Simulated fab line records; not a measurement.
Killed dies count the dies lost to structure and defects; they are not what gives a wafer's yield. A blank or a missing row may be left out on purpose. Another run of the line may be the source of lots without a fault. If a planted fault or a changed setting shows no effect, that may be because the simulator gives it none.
A struck lot beside a sound one || flow nand-harc || 22 out of 1159 route steps
Sound: these wafers, L487.1, L487.3, L487.4. Wafers struck: L492.3, L492.4, L492.6. The cause is given at the end.
Per side, at each step with rows, come the tool, then ch with its chambers, and then its first start. Under that, the readings that differ: sound wafers || struck wafers || difference of the means || sigmas: that difference in standard deviations of wafers without a fault.
alike: same words and numbers on both sides, and readings whose means sit less than 2 such deviations apart. not compared: any withheld reading, any reading some wafer has no value for, any bound like >300 that may hide the same value, and any number with overlapping values for which the record gives no deviation.
The two part at a step that has a row with sigmas, a row that says differs or no value, or rows on one side only. Non-overlapping numbers with no deviation appear without sigmas and do not part them. A reading that every wafer of one side lacks parts them only if that side has two wafers or more.

NHARC_P_CONTACT_CMP_24: polishes, t overpolish 30 s, target thk 200 nm.
  sound on cmp-02 ch 0,1,3, day 6 13:39; struck on cmp-04 ch 0,1,2, day 7 23:51
  alike: edge-zone-pressure-frac, motor-current-A, overpolish-run-s, slurry-filter-dp-kPa, time-to-endpoint-s
next, for these wafers, 1 step has no rows: NHARC_P_CONTACT_SRD_26.
NHARC_P_CONTACT_INSPECT_27:
  struck on defect-inspect-02, day 8 00:14; sound on defect-inspect-02, day 6 14:02
  alike: raw-defect-count
then, 8 steps without rows for these wafers: NHARC_P_M0_DEP_00 (deposits SiOC, target thk 150 nm); NHARC_P_M0_DEHYDRATE_01 (time 120 s); NHARC_P_M0_HMDS_02 (time 30 s); NHARC_P_M0_COAT_33 (time 65 s); NHARC_P_M0_COAT_03 (resist thk 90 nm); NHARC_P_M0_SOFTBAKE_04 (time 55 s); NHARC_P_M0_EBR_05; NHARC_P_M0_EXPOSE_06 (exposes mask P M0, target cd 90 nm).
NHARC_P_M0_PEB_07: peb time 65 s.
  sound on litho-track-06 ch 0, day 6 14:52; struck on litho-track-04 ch 0, day 8 01:04
then, 1 step without rows for these wafers: NHARC_P_M0_DEVELOP_08 (develop time 35 s).
NHARC_P_M0_CD_MEAS_09 targets a cd of 90 nm.
  sound on cd-sem-02 ch 0, day 6 14:56; struck on cd-sem-01 ch 0, day 8 01:09
{"reading": "cd-nm (nm)", "sound": "91.0 90.9 91.3", "struck": "95.0 96.4 96.1", "difference": "+4.8", "sigmas": "+7"}
NHARC_P_M0_OVL_MEAS_10: pitch 180 nm.
  struck on overlay-02, day 8 01:14; sound on overlay-01, day 6 15:01
  alike: overlay-x-nm, overlay-y-nm
NHARC_P_M0_INSPECT_11:
  struck on defect-inspect-01, day 8 01:16; sound on defect-inspect-01, day 6 15:04
  alike: raw-defect-count
NHARC_P_M0_DESCUM_14: chemistry O2, time 3 s.
  sound on rie-diel-13 ch 0,1,3, day 6 15:07; struck on rie-diel-09 ch 2,3, day 8 01:20
{"reading": "model.P_M0.cd-nm (nm)", "sound": "92.05 90.31 90.62", "struck": "94.34 96.65 95.43", "difference": "+4.48", "sigmas": ""}
  alike: drypump-motor-current-A, oes-product-au, rf-vpp-V, showerhead-plenum-p-Torr, throttle-valve-pct
  not compared: rf-hours-counter-h
NHARC_P_M0_ETCH_34: etches the open film in N2/H2, target depth 40 nm, overetch 12 nm, time 43.94 s.
  sound on rie-diel-13 ch 0,1,3, day 6 15:13; struck on rie-diel-09 ch 2,3, day 8 01:26
  alike: drypump-motor-current-A, oes-product-au, rf-vpp-V, showerhead-plenum-p-Torr, throttle-valve-pct
  not compared: rf-hours-counter-h
NHARC_P_M0_ETCH_15: etches the open film in C4F8/Ar, target depth 150 nm, overetch 15 nm, time 82.5 s.
  sound on rie-diel-13 ch 1,2,3; struck on rie-diel-09 ch 1,2
{"reading": "model.P_M0.cd-nm (nm)", "sound": "91.93 90.55 90.79", "struck": "94.28 95.09 94.22", "difference": "+3.44", "sigmas": ""}
  alike: oes-product-au, rf-vpp-V
  not compared: rf-hours-counter-h
NHARC_P_M0_CD_MEAS_16:
  struck on cd-sem-01, day 8 01:39; sound on cd-sem-03, day 6 15:26
{"reading": "cd-nm (nm)", "sound": "92.0 90.6 90.7", "struck": "94.2 94.9 94.3", "difference": "+3.4", "sigmas": "+3"}
NHARC_P_M0_STRIP_18: strips in N2/H2.
  sound on rie-diel-04 ch 0,3, day 6 15:31; struck on rie-diel-09 ch 0,1, day 8 01:44
  alike: drypump-motor-current-A, oes-product-au, rf-vpp-V, showerhead-plenum-p-Torr, throttle-valve-pct
  not compared: rf-hours-counter-h
next, for these wafers, 1 step has no rows: NHARC_END_SORT_01.

## WHERE THEY PART
First at NHARC_P_M0_CD_MEAS_09; last, within this record, at NHARC_P_M0_CD_MEAS_16. Later steps at which nothing parts them and some readings are alike: NHARC_P_M0_STRIP_18.

WHY: the cause the simulator had injected
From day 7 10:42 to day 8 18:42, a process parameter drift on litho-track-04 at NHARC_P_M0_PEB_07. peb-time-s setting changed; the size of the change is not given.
